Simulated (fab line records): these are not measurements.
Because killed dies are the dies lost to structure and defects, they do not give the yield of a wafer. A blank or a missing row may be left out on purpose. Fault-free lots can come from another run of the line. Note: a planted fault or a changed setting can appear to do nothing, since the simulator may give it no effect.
A struck lot beside a sound one    flow nandHarc    40 steps out of a route of 1302
Sound: wafers L893.3, L893.5, L893.6. Wafers struck: L911.4, L911.5, L911.6. The cause comes at the end.
For every step that has rows: the tool of each side, followed by ch and its chambers, followed by its first start. Under that, the readings that differ: sound wafers    struck wafers    difference of the means    sigmas: that difference in standard deviations of wafers without a fault.
alike: readings with means less than 2 such deviations apart, plus words and numbers identical on both sides. not compared: withheld readings, readings lacking a value on some wafer, bounds such as >300 that could conceal the same value, and numbers that have no deviation in the record and whose values overlap.
The two part at a step that has a row with sigmas, a row that says differs or no value, or rows on one side only. Numbers that have no deviation but don't overlap get no sigmas and don't part them. A reading that every wafer of one side lacks parts them only if that side has two wafers or more.

first, 4 steps without rows for these wafers: NHARC_P_M1_EBR_05; NHARC_P_M1_EXPOSE_06 (exposes mask P M1, target cd 130 nm); NHARC_P_M1_PEB_07 (peb time 65 s); NHARC_P_M1_DEVELOP_08 (develop time 35 s).
NHARC_P_M1_CD_MEAS_09 targets a cd of 130 nm.
  sound on cdSem-02 ch 0, day 6 09:46; struck on cdSem-03 ch 0, day 14 00:00
  alike: cdNm
NHARC_P_M1_OVL_MEAS_10: pitch 260 nm.
  struck on overlay-02, day 14 00:05; sound on overlay-02, day 6 09:50
  alike: overlayXNm, overlayYNm
NHARC_P_M1_INSPECT_11:
  struck on defectInspect-01, day 14 00:07; sound on defectInspect-01, day 6 09:53
  alike: rawDefectCount
NHARC_P_M1_DESCUM_14: chemistry O2, time 3 s.
  sound on rieDiel-03 ch 0,1, day 6 09:56; struck on rieDiel-12 ch 0,1,2, day 14 00:13
  alike: drypumpMotorCurrentA, oesProductAu, rfVppV, showerheadPlenumPTorr, throttleValvePct
  not compared: rfHoursCounterH
then, 2 steps without rows for these wafers: NHARC_P_M1_ETCH_35 (etches the open film in N2/H2, target depth 40 nm, overetch 12 nm, time 43.94 s); NHARC_P_M1_ETCH_15 (etches the open film in C4F8/Ar, target depth 182.5 nm, time 91.2 s).
NHARC_P_M1_CD_MEAS_16:
  struck on cdSem-02, day 14 00:31; sound on cdSem-03, day 6 10:14
  alike: cdNm
NHARC_P_M1_STRIP_18: strips in N2/H2.
  sound on rieDiel-03 ch 1,2,3, day 6 10:23; struck on rieDiel-03 ch 0,2,3, day 14 00:37
  alike: drypumpMotorCurrentA, oesProductAu, rfVppV, showerheadPlenumPTorr, throttleValvePct
  not compared: rfHoursCounterH
NHARC_P_M1_ETCH_28: etches the open film in CF4/N2, target depth 30 nm, time 72.99 s.
  sound on rieDiel-03 ch 0,1, day 6 10:34; struck on rieDiel-03 ch 0,1, day 14 00:49
  alike: biasW, cf4FlowSccm, drypumpMotorCurrentA, oesProductAu, rfVppV, showerheadPlenumPTorr, throttleValvePct
  not compared: rfHoursCounterH
then, 1 step without rows for these wafers: NHARC_P_M1_STRIP_19 (strips in post etch residue remover, time 600 s).
NHARC_P_M1_DEGAS_29: time 60 s.
  struck on pvdSputter-01, day 14 01:14; sound on pvdSputter-01, day 6 10:57
  alike: heaterPowerW
then, 6 steps without rows for these wafers: NHARC_P_M1_PRE_CLEAN_30 (time 30 s); NHARC_P_M1_PVD_20 (deposits TaN, target thk 5 nm, time 8.06 s); NHARC_P_M1_PVD_21 (deposits Cu, target thk 30 nm, time 20.49 s); NHARC_P_M1_ECD_22 (material Cu, target thk 400 nm); NHARC_P_M1_ANNEAL_31 (time 90 s); NHARC_P_M1_CMP_23 (polishes, t overpolish 20 s, target thk 157.82 nm).
NHARC_P_M1_THK_MEAS_24: measures by xrf.
  struck on filmMetro-02, day 14 02:37; sound on filmMetro-01, day 6 12:21
  alike: thkNm
next, for these wafers, 1 step has no rows: NHARC_P_M1_SRD_25.
NHARC_P_M1_PRE_CLEAN_32: time 12 s.
  sound on pecvd-02 ch 2, day 6 12:39; struck on pecvd-03 ch 0,1,2, day 14 02:53
  alike: heaterPowerW
then, 11 steps without rows for these wafers: NHARC_P_M1_DEP_33 (deposits SiCN, target thk 30 nm); NHARC_P_M2_DEP_00 (deposits SiOC, target thk 182.5 nm); NHARC_P_M2_DEHYDRATE_01 (time 120 s); NHARC_P_M2_HMDS_02 (time 30 s); NHARC_P_M2_COAT_34 (time 65 s); NHARC_P_M2_COAT_03 (resist thk 90 nm); NHARC_P_M2_SOFTBAKE_04 (time 55 s); NHARC_P_M2_EBR_05; NHARC_P_M2_EXPOSE_06 (exposes mask P M2, target cd 170 nm); NHARC_P_M2_PEB_07 (peb time 65 s); NHARC_P_M2_DEVELOP_08 (develop time 35 s).
NHARC_P_M2_CD_MEAS_09 targets a cd of 170 nm.
  sound on cdSem-02 ch 0, day 6 14:41; struck on cdSem-01 ch 0, day 14 04:03
  alike: cdNm
NHARC_P_M2_OVL_MEAS_10: pitch 340 nm.
  struck on overlay-02, day 14 04:08; sound on overlay-01, day 6 14:47
  alike: overlayXNm, overlayYNm
NHARC_P_M2_DESCUM_14: chemistry O2, time 3 s.
  sound on rieDiel-04 ch 2,3, day 6 14:52; struck on rieDiel-04 ch 2,3, day 14 04:13
  alike: drypumpMotorCurrentA, oesProductAu, rfVppV, showerheadPlenumPTorr, throttleValvePct
  not compared: rfHoursCounterH
then, 1 step without rows for these wafers: NHARC_P_M2_ETCH_35 (etches the open film in N2/H2, target depth 40 nm, overetch 12 nm, time 43.94 s).
-- the record jumps here: 18 days lie between the struck wafers' starts before and after (it left off in module P_M2 and takes up again in module END, whose first step shown is number 1302 of the route) --
NHARC_END_SORT_01:
  the record has rows for the struck wafers here (prober-01 ch 0, day 32 02:19) and none for the sound ones

== WHERE THEY PART ==
At NHARC_END_SORT_01 and nowhere else, as far as this record goes.

WHY: what had been put in by the simulator
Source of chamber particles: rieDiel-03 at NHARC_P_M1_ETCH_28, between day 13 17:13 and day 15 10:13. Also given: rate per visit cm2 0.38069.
